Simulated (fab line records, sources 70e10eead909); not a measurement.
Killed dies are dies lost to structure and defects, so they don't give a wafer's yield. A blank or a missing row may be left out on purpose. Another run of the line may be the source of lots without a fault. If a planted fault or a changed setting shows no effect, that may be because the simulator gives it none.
Which tool was responsible? | flow nandHarc | 24 lots, 72 wafers sampled, at 4 steps of a route of 1159

== WHAT EACH GAUGE READ, for each wafer ==
NHARC_A_CONTACT_CD_MEAS_42 targets a cd of 200 nm.
lot  | measured     | on       | cdNm (nm)
L075 | day 16 14:08 | cdSem-01 | 199.9 199.1 198.4
L074 | day 16 14:34 | cdSem-01 | 200.4 199.0 200.2
L077 | day 16 18:29 | cdSem-02 | 199.5 200.0 199.4
L078 | day 16 19:16 | cdSem-01 | 198.6 199.7 198.4
L079 | day 17 14:20 | cdSem-01 | 199.5 200.6 199.1
L076 | day 17 14:50 | cdSem-03 | 198.6 199.2 199.5
L084 | day 18 00:36 | cdSem-01 | 200.7 200.1 201.2
L081 | day 18 00:45 | cdSem-02 | 199.7 199.7 200.8
L080 | day 18 06:19 | cdSem-01 | 199.4 199.1 199.5
L083 | day 18 16:08 | cdSem-02 | 198.7 199.8 198.6
L082 | day 18 17:45 | cdSem-03 | 199.0 200.1 199.5
L088 | day 19 06:30 | cdSem-01 | 199.0 200.4 199.6
L087 | day 19 06:40 | cdSem-03 | 199.3 199.4 199.8
L086 | day 19 20:08 | cdSem-02 | 198.3 199.5 198.9
L085 | day 19 20:22 | cdSem-03 | 199.5 200.0 199.9
L090 | day 20 07:22 | cdSem-03 | 199.9 199.8 199.9
L091 | day 20 07:39 | cdSem-01 | 199.5 200.6 199.0
L092 | day 20 12:19 | cdSem-02 | 200.6 200.8 199.9
L089 | day 20 18:32 | cdSem-02 | 198.5 200.2 199.2
L094 | day 21 09:58 | cdSem-01 | 199.9 200.6 199.6
L095 | day 21 14:02 | cdSem-01 | 199.0 199.2 200.3
L096 | day 21 18:52 | cdSem-02 | 200.1 200.4 200.1
L093 | day 21 19:13 | cdSem-01 | 198.6 199.2 200.0
L097 | day 22 02:38 | cdSem-01 | 200.2 200.1 201.3

NHARC_A_CONTACT_OVL_MEAS_70.
lot  | measured     | on         | overlayXNm (nm) | overlayYNm (nm)
L075 | day 16 21:32 | overlay-02 | 1.3 1.0 1.0     | -0.1 -0.7 0.0
L074 | day 16 23:02 | overlay-01 | 0.3 0.8 0.2     | 0.5 0.9 -0.1
L077 | day 17 02:17 | overlay-01 | 0.0 -0.4 0.0    | 0.6 0.8 0.7
L078 | day 17 02:43 | overlay-01 | -0.9 -0.2 0.1   | -0.4 -0.1 -0.4
L079 | day 17 21:33 | overlay-02 | -0.7 -0.6 -0.3  | 0.2 -0.2 -0.2
L076 | day 17 21:47 | overlay-01 | 1.8 1.5 1.4     | -0.6 -1.1 -0.7
L084 | day 18 07:58 | overlay-01 | 0.9 1.0 1.2     | 0.7 0.8 0.3
L081 | day 18 08:11 | overlay-02 | -1.7 -1.6 -1.8  | -1.6 -1.9 -2.1
L080 | day 18 15:28 | overlay-02 | 0.6 0.2 1.1     | 0.6 0.0 0.4
L083 | day 18 23:11 | overlay-02 | -1.0 -0.9 -1.1  | -0.6 -0.7 0.4
L082 | day 19 00:58 | overlay-02 | 0.1 0.4 -0.1    | 0.2 0.7 0.4
L088 | day 19 13:44 | overlay-02 | -0.1 -1.3 -0.4  | 2.2 2.2 1.7
L087 | day 19 14:10 | overlay-01 | -0.1 -0.4 -0.7  | -1.5 -1.7 -1.2
L086 | day 20 03:09 | overlay-01 | -0.8 -0.7 -0.2  | 0.4 0.2 0.1
L085 | day 20 05:22 | overlay-02 | 0.0 0.7 0.0     | -1.0 -0.9 -1.0
L090 | day 20 15:51 | overlay-01 | 1.0 1.3 0.6     | -0.4 -0.4 -0.5
L091 | day 20 16:18 | overlay-01 | 1.5 1.7 0.8     | -0.9 -0.9 -0.1
L092 | day 20 20:21 | overlay-02 | 2.2 1.6 1.5     | -0.3 0.0 -1.0
L089 | day 21 01:35 | overlay-02 | -1.6 -1.4 -1.0  | -1.4 -0.8 -0.8
L094 | day 21 17:34 | overlay-02 | 0.9 0.9 0.7     | -1.0 -1.3 -1.5
L095 | day 21 21:11 | overlay-01 | -0.8 -0.8 -0.8  | -0.1 -0.4 -0.1
L096 | day 22 02:16 | overlay-01 | 0.3 0.1 0.7     | 0.3 0.1 0.2
L093 | day 22 04:02 | overlay-01 | 0.2 0.2 0.5     | -0.5 -0.4 0.1
L097 | day 22 10:19 | overlay-02 | -0.4 0.0 -0.4   | 0.0 -0.4 -0.4

== WHAT TOOL EACH LOT RAN ON (gives the tool, then ch and the chambers of the sampled wafers, and finally the start) ==
lot  | NHARC_A_CONTACT_ETCH_51                      | NHARC_A_CONTACT_ETCH_102
L075 | rieDiel-02 ch 1,2,3, day 16 17:56 or earlier | rieDiel-05 ch 0,1,2, day 16 17:56
L074 | rieDiel-05 ch 0,1,2, day 16 19:20 or earlier | rieDiel-05 ch 0,1,2, day 16 19:20
L077 | rieDiel-02 ch 0,2,3, day 16 23:02 or earlier | rieDiel-05 ch 0,1, day 16 23:02
L078 | rieDiel-08 ch 0,1, day 16 23:24 or earlier   | rieDiel-05 ch 0,2, day 16 23:24
L079 | rieDiel-08 ch 2,3, day 17 18:10 or earlier   | rieDiel-05 ch 0,1, day 17 18:10
L076 | rieDiel-05 ch 0,2,3, day 17 18:37 or earlier | rieDiel-05 ch 0,1, day 17 18:37
L084 | rieDiel-02 ch 2,3, day 18 04:43 or earlier   | rieDiel-08 ch 0,1,2, day 18 04:43
L081 | rieDiel-05 ch 1,2,3, day 18 05:05 or earlier | rieDiel-05 ch 0,2, day 18 05:05
L080 | rieDiel-08 ch 0,2,3, day 18 10:06 or earlier | rieDiel-08 ch 1,2,3, day 18 10:06
L083 | rieDiel-02 ch 0,2, day 18 20:02 or earlier   | rieDiel-05 ch 0,1,3, day 18 20:02
L082 | rieDiel-08 ch 1,2, day 18 21:35 or earlier   | rieDiel-05 ch 0,2,3, day 18 21:35
L088 | rieDiel-08 ch 1,2,3, day 19 10:40 or earlier | rieDiel-08 ch 0,3, day 19 10:40
L087 | rieDiel-08 ch 0,2, day 19 10:56 or earlier   | rieDiel-05 ch 0,1, day 19 10:56
L086 | rieDiel-05 ch 0,2, day 19 23:57 or earlier   | rieDiel-02 ch 1,3, day 19 23:57
L085 | rieDiel-08 ch 1,2,3, day 20 00:45 or earlier | rieDiel-02 ch 0,1,3, day 20 00:45
L090 | rieDiel-02 ch 0,1,2, day 20 11:08 or earlier | rieDiel-02 ch 0,1,2, day 20 11:08
L091 | rieDiel-05 ch 0,1,2, day 20 11:25 or earlier | rieDiel-05 ch 0,1,2, day 20 11:25
L092 | rieDiel-02 ch 2,3, day 20 17:08 or earlier   | rieDiel-02 ch 1,2,3, day 20 17:08
L089 | rieDiel-02 ch 1,2, day 20 22:23 or earlier   | rieDiel-08 ch 0,1,2, day 20 22:23
L094 | rieDiel-08 ch 1,3, day 21 14:12 or earlier   | rieDiel-05 ch 1,2, day 21 14:12
L095 | rieDiel-02 ch 2,3, day 21 17:59 or earlier   | rieDiel-05 ch 1,3, day 21 17:59
L096 | rieDiel-05 ch 0,2,3, day 21 22:40 or earlier | rieDiel-05 ch 0,2,3, day 21 22:40
L093 | rieDiel-02 ch 0,2,3, day 21 23:11 or earlier | rieDiel-02 ch 0,1,3, day 21 23:11
L097 | rieDiel-08 ch 1,3, day 22 07:04 or earlier   | rieDiel-08 ch 0,1, day 22 07:04
- NHARC_A_CONTACT_ETCH_51: etches the open film in O2/COS, target depth 3600 nm, time 936 s.
- NHARC_A_CONTACT_ETCH_102: etches the open film in CF4/O2, target depth 70 nm, overetch 7 nm, time 38.5 s.

== WHAT THE TOOLS THEMSELVES READ (means of the sampled wafers that have a number; where no wafer has one, the mark that the record gives instead) ==
NHARC_A_CONTACT_ETCH_51.
lot  | tool       | drypumpMotorCurrentA (A) | oesProductAu (a.u.) | rfVppV (V) | showerheadPlenumPTorr (Torr) | throttleValvePct (%)
L075 | rieDiel-02 | 6.0                      | 0.995               | 313.4      | 3.10                         | 28.337
L074 | rieDiel-05 | 6.0                      | 0.979               | 313.6      | 3.08                         | 28.332
L077 | rieDiel-02 | 5.7                      | 0.992               | 313.5      | 3.07                         | 28.336
L078 | rieDiel-08 | 5.7                      | 1.010               | 311.9      | 2.97                         | 28.329
L079 | rieDiel-08 | 5.7                      | 0.996               | 315.7      | 3.19                         | 28.321
L076 | rieDiel-05 | 6.0                      | 0.994               | 313.8      | 3.12                         | 28.332
L084 | rieDiel-02 | 6.1                      | 1.001               | 313.2      | 3.07                         | 28.331
L081 | rieDiel-05 | 5.9                      | 1.008               | 313.6      | 3.09                         | 28.331
L080 | rieDiel-08 | 5.8                      | 0.995               | 314.1      | 3.10                         | 28.333
L083 | rieDiel-02 | 5.4                      | 0.991               | 314.0      | 3.06                         | 28.333
L082 | rieDiel-08 | 5.6                      | 0.993               | 313.4      | 3.13                         | 28.325
L088 | rieDiel-08 | 5.4                      | 0.991               | 315.1      | 3.12                         | 28.330
L087 | rieDiel-08 | 6.0                      | 1.003               | 312.2      | 3.01                         | 28.328
L086 | rieDiel-05 | 6.0                      | 0.984               | 313.2      | 3.07                         | 28.335
L085 | rieDiel-08 | 5.4                      | 0.994               | 313.3      | 3.12                         | 28.326
L090 | rieDiel-02 | 5.7                      | 0.987               | 313.7      | 3.09                         | 28.326
L091 | rieDiel-05 | 6.0                      | 0.990               | 313.6      | 3.07                         | 28.336
L092 | rieDiel-02 | 6.0                      | 1.002               | 313.3      | 3.01                         | 28.334
L089 | rieDiel-02 | 6.0                      | 0.993               | 314.4      | 3.11                         | 28.335
L094 | rieDiel-08 | 5.2                      | 0.983               | 314.4      | 3.11                         | 28.324
L095 | rieDiel-02 | 6.1                      | 1.004               | 313.3      | 3.05                         | 28.328
L096 | rieDiel-05 | 5.9                      | 0.997               | 314.2      | 3.12                         | 28.322
L093 | rieDiel-02 | 5.7                      | 1.000               | 313.6      | 3.05                         | 28.326
L097 | rieDiel-08 | 5.2                      | 0.989               | 314.0      | 3.11                         | 28.330

NHARC_A_CONTACT_ETCH_102.
lot  | tool       | drypumpMotorCurrentA (A) | oesProductAu (a.u.) | rfVppV (V) | showerheadPlenumPTorr (Torr) | throttleValvePct (%)
L075 | rieDiel-05 | 5.9                      | 0.997               | 197.2      | 1.32                         | 13.402
L074 | rieDiel-05 | 5.9                      | 0.984               | 196.3      | 1.32                         | 13.394
L077 | rieDiel-05 | 5.9                      | 1.002               | 196.7      | 1.33                         | 13.396
L078 | rieDiel-05 | 6.0                      | 0.984               | 197.1      | 1.33                         | 13.385
L079 | rieDiel-05 | 5.8                      | 1.012               | 197.9      | 1.31                         | 13.395
L076 | rieDiel-05 | 5.8                      | 1.008               | 197.3      | 1.31                         | 13.399
L084 | rieDiel-08 | 5.7                      | 1.005               | 197.1      | 1.30                         | 13.393
L081 | rieDiel-05 | 6.1                      | 0.979               | 197.5      | 1.31                         | 13.392
L080 | rieDiel-08 | 5.4                      | 0.994               | 197.6      | 1.34                         | 13.407
L083 | rieDiel-05 | 5.8                      | 1.006               | 198.3      | 1.34                         | 13.392
L082 | rieDiel-05 | 5.9                      | 0.999               | 197.7      | 1.33                         | 13.398
L088 | rieDiel-08 | 5.6                      | 1.006               | 197.2      | 1.32                         | 13.401
L087 | rieDiel-05 | 5.8                      | 0.994               | 196.7      | 1.31                         | 13.395
L086 | rieDiel-02 | 6.0                      | 0.997               | 197.8      | 1.35                         | 13.396
L085 | rieDiel-02 | 5.7                      | 0.996               | 198.0      | 1.34                         | 13.397
L090 | rieDiel-02 | 5.6                      | 0.994               | 196.8      | 1.32                         | 13.392
L091 | rieDiel-05 | 5.9                      | 0.998               | 197.9      | 1.31                         | 13.401
L092 | rieDiel-02 | 6.0                      | 0.995               | 197.3      | 1.32                         | 13.403
L089 | rieDiel-08 | 5.7                      | 0.992               | 196.7      | 1.30                         | 13.398
L094 | rieDiel-05 | 6.0                      | 0.998               | 197.4      | 1.29                         | 13.400
L095 | rieDiel-05 | 5.8                      | 1.014               | 198.4      | 1.34                         | 13.392
L096 | rieDiel-05 | 5.9                      | 0.999               | 197.6      | 1.33                         | 13.386
L093 | rieDiel-02 | 5.7                      | 0.993               | 198.6      | 1.34                         | 13.407
L097 | rieDiel-08 | 5.7                      | 0.996               | 195.6      | 1.25                         | 13.389

== THE ANSWER, worked out from the rows above alone ==
Rule: usual is defined by the lots themselves. The widest of any qualifying gaps counts: lots, ordered by their means at a reading, are off when they make up no more than a third of the lots, leave a main group of 4 or more, and stand apart from it by 3 or more times the standard deviation of that group's means. Not used: any main group whose means are identical at the precision the tables above print for the reading. A lot without any number at a reading at which 4 lots or more have one is off too. Where the step has rows for the other lots, those lots are counted as sound. First the gauges in route order, then the tools' own readings, where a lot's mean is used as printed above. The first step at which some lot is off is used, and at that step the reading that is off furthest; a lot without a number counts as furthest.
No lot is off on any of the readings shown, so nothing can be concluded from this.

== WHAT WAS PUT IN BY THE SIMULATOR ==
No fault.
